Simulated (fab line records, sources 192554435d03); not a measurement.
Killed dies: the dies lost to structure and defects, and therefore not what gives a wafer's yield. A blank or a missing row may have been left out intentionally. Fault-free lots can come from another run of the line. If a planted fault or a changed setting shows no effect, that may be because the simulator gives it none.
Matching of chambers	flow n5-finfet	N5_BEOL_M9_DEP_56 on pecvd-02: 3 sister chambers
The step deposits SiCN from 3MS/NH3, target thk 15 nm, time 26.5 s. 6 wafers are shown with their chamber, then 7 later ones without.

## WAFERS PAIRED WITH THEIR CHAMBERS
wafer	chamber	showerhead-plenum-p-Torr (Torr)	throttle-valve-pct (%)
L089.3	2	3.666	8.8
L089.4	0	3.670	9.4
L094.4	1	3.643	9.2
L094.5	2	3.663	9.0
L091.3	1	3.646	9.0
L091.5	0	3.666	9.2

## WAFERS WHOSE CHAMBER IS MISSING
wafer	showerhead-plenum-p-Torr (Torr)	throttle-valve-pct (%)
L091.6	3.660	8.7
L090.2	3.662	9.4
L090.4	3.664	8.8
L090.5	3.666	9.5
L092.1	3.659	8.9
L092.3	3.650	9.0
L092.5	3.667	8.8

## CHAMBER TAKEN BY EACH
wafer	from the rows above	in truth
L091.6	2	2
L090.2	can't be placed: 0 or 2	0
L090.4	2	2
L090.5	0	0
L092.1	2	2
L092.3	1	1
L092.5	2	2
Correctly placed: 6 of 7. These rows do not allow placing 1 (true chamber among the candidates in 1). Placed wrongly: 0.
How it was worked out, from the rows above alone: a wafer's distance from a chamber is the root of the sum, over the readings, of the square of ((its reading less the chamber's mean) divided by the reading's scatter). If the next closest chamber is less than 2 further off than the closest, the wafer can't be placed; otherwise it belongs to the closest. A chamber's mean is the mean of its shown wafers. The scatter: take each reading less its chamber's mean, square it, sum over the shown wafers, divide by the number of wafers less the number of chambers, and take the root.
